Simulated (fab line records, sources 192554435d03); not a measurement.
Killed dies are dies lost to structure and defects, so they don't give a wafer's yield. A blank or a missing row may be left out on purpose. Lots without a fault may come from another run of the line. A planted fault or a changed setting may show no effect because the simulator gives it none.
Chamber matching | flow n5_finfet | N5_BEOL_M11_DEP_56 on pecvd-04: 3 sister chambers
The step deposits SiCN from 3MS/NH3, target thk 30 nm, time 10.5 s. 16 wafers are shown with their chamber, then 8 later ones without.

WAFERS WITH THEIR CHAMBER
wafer  | chamber | throttle_valve_pct (%) | showerhead_plenum_p_Torr (Torr) | chamber_pressure_Torr (Torr)
L076.2 | 2       | 17.5                   | 4.159                           | 3.005
L076.3 | 1       | 19.0                   | 4.208                           | 2.997
L076.4 | 0       | 17.9                   | 4.171                           | 3.002
L075.4 | 0       | 17.6                   | 4.160                           | 2.996
L075.5 | 1       | 19.4                   | 4.213                           | 3.011
L075.6 | 2       | 17.6                   | 4.166                           | 2.983
L078.1 | 0       | 17.5                   | 4.174                           | 2.998
L078.4 | 0       | 17.6                   | 4.175                           | 2.992
L078.6 | 1       | 19.3                   | 4.204                           | 3.008
L086.1 | 1       | 19.1                   | 4.217                           | 2.997
L086.3 | 2       | 17.6                   | 4.163                           | 2.998
L086.5 | 1       | 19.4                   | 4.212                           | 3.003
L085.2 | 2       | 17.8                   | 4.156                           | 3.007
L085.5 | 2       | 17.9                   | 4.168                           | 3.010
L085.6 | 1       | 19.1                   | 4.209                           | 3.001
L090.2 | 0       | 17.6                   | 4.174                           | 2.996

SIGNATURES (means of the wafers above)
reading                  | chamber 0 | chamber 1 | chamber 2 | scatter within a chamber
throttle_valve_pct       | 17.640    | 19.217    | 17.680    | 0.164
showerhead_plenum_p_Torr | 4.17080   | 4.21050   | 4.16240   | 0.00521
chamber_pressure_Torr    | 2.99680   | 3.00283   | 3.00060   | 0.00725
Rule: a wafer's distance from a chamber is the root of the sum, over the readings, of the square of ((its reading less the chamber's mean) divided by the reading's scatter). The wafer belongs to the nearest chamber; if the next one is less than 2 further off, it can't be placed. The scatter: the root of (the sum of the squares of (reading less its chamber's mean) over the shown wafers, divided by (wafers less chambers)).

WAFERS WITHOUT THEIR CHAMBER
wafer  | throttle_valve_pct (%) | showerhead_plenum_p_Torr (Torr) | chamber_pressure_Torr (Torr)
L090.3 | 19.2                   | 4.208                           | 2.995
L090.5 | 17.7                   | 4.158                           | 3.000
L089.1 | 19.3                   | 4.206                           | 3.000
L089.4 | 17.6                   | 4.156                           | 2.997
L089.5 | 19.2                   | 4.198                           | 2.996
L092.1 | 19.2                   | 4.205                           | 3.013
L092.2 | 17.5                   | 4.160                           | 3.006
L092.3 | 17.9                   | 4.150                           | 3.004

WHICH CHAMBER EACH WENT THROUGH
wafer  | from the rows above     | in truth
L090.3 | 1                       | 1
L090.5 | can't be placed: 2 or 0 | 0
L089.1 | 1                       | 1
L089.4 | can't be placed: 2 or 0 | 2
L089.5 | 1                       | 1
L092.1 | 1                       | 1
L092.2 | can't be placed: 2 or 0 | 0
L092.3 | can't be placed: 2 or 0 | 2
Placed correctly: 4 of 8. Can't be placed from these rows: 4 (the true chamber is among the candidates in 4). Placed wrongly: 0.
